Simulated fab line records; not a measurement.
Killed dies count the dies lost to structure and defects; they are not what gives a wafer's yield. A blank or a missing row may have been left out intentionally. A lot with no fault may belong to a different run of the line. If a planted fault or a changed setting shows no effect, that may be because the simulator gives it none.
Chamber matching    flow nand_harc    rie_diel-07 running NHARC_A_BONDPAD_ETCH_34: 4 sister chambers
The step etches the open film in N2/H2, target depth 60 nm, overetch 18 nm, time 65.91 s. 20 wafers are shown with their chamber, then 10 later ones without.

WAFERS PAIRED WITH THEIR CHAMBERS
wafer   chamber  drypump_motor_current_A (A)  rf_vpp_V (V)  oes_product_au (a.u.)
L824.1  2        6.3                          431.9         1.005
L824.2  1        5.7                          430.1         1.012
L824.3  0        5.4                          432.2         1.008
L823.2  3        5.3                          434.0         1.001
L823.4  0        5.4                          431.9         1.007
L823.6  0        5.4                          433.0         1.014
L825.1  3        5.2                          432.5         0.999
L825.2  0        5.4                          432.8         1.015
L825.3  2        6.3                          433.8         1.009
L826.1  0        5.4                          431.7         1.021
L826.2  2        6.3                          430.9         1.004
L826.6  2        6.3                          431.1         1.011
L827.1  3        5.2                          432.1         1.001
L827.3  0        5.3                          431.9         1.011
L827.5  2        6.3                          431.0         1.007
L829.1  3        5.2                          433.9         0.998
L829.2  1        5.7                          428.3         0.994
L829.6  2        6.3                          431.6         1.008
L836.1  0        5.4                          431.6         1.015
L836.3  1        5.7                          429.2         1.008

SIGNATURES (means of the wafers above)
reading                  chamber 0  chamber 1  chamber 2  chamber 3  scatter within a chamber
drypump_motor_current_A  5.386      5.700      6.300      5.225      0.0317
rf_vpp_V                 432.157    429.200    431.717    433.125    0.872
oes_product_au           1.01300    1.00467    1.00733    0.99975    0.00472
Rule: for a wafer and a chamber, the distance is found by dividing, reading by reading, the gap between the wafer's reading and the chamber's mean by the reading's scatter, squaring, summing and taking the root. The wafer belongs to the nearest chamber; if the next one is less than 2 further off, it can't be placed. The scatter: take each reading less its chamber's mean, square it, sum over the shown wafers, divide by the number of wafers less the number of chambers, and take the root.

WAFERS WITH NO CHAMBER GIVEN
wafer   drypump_motor_current_A (A)  rf_vpp_V (V)  oes_product_au (a.u.)
L836.6  5.7                          428.0         1.007
L842.1  6.3                          432.0         1.009
L842.2  5.7                          426.3         1.011
L842.5  6.3                          431.5         1.005
L840.1  5.7                          427.9         1.005
L840.3  6.3                          431.9         1.006
L840.6  5.2                          432.8         1.009
L843.2  5.7                          426.9         0.997
L843.3  5.2                          433.2         1.007
L843.4  5.3                          433.6         0.994

WHICH CHAMBER EACH WENT THROUGH
wafer    from the rows above   in truth
L836.6   1                     1
L842.1   2                     2
L842.2   1                     1
L842.5   2                     2
L840.1   1                     1
L840.3   2                     2
L840.6   3                     3
L843.2   1                     1
L843.3   3                     3
L843.4   3                     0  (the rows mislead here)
Correct placement for 9 of the 10. From these rows, 0 cannot be placed. Placed wrongly: 1.
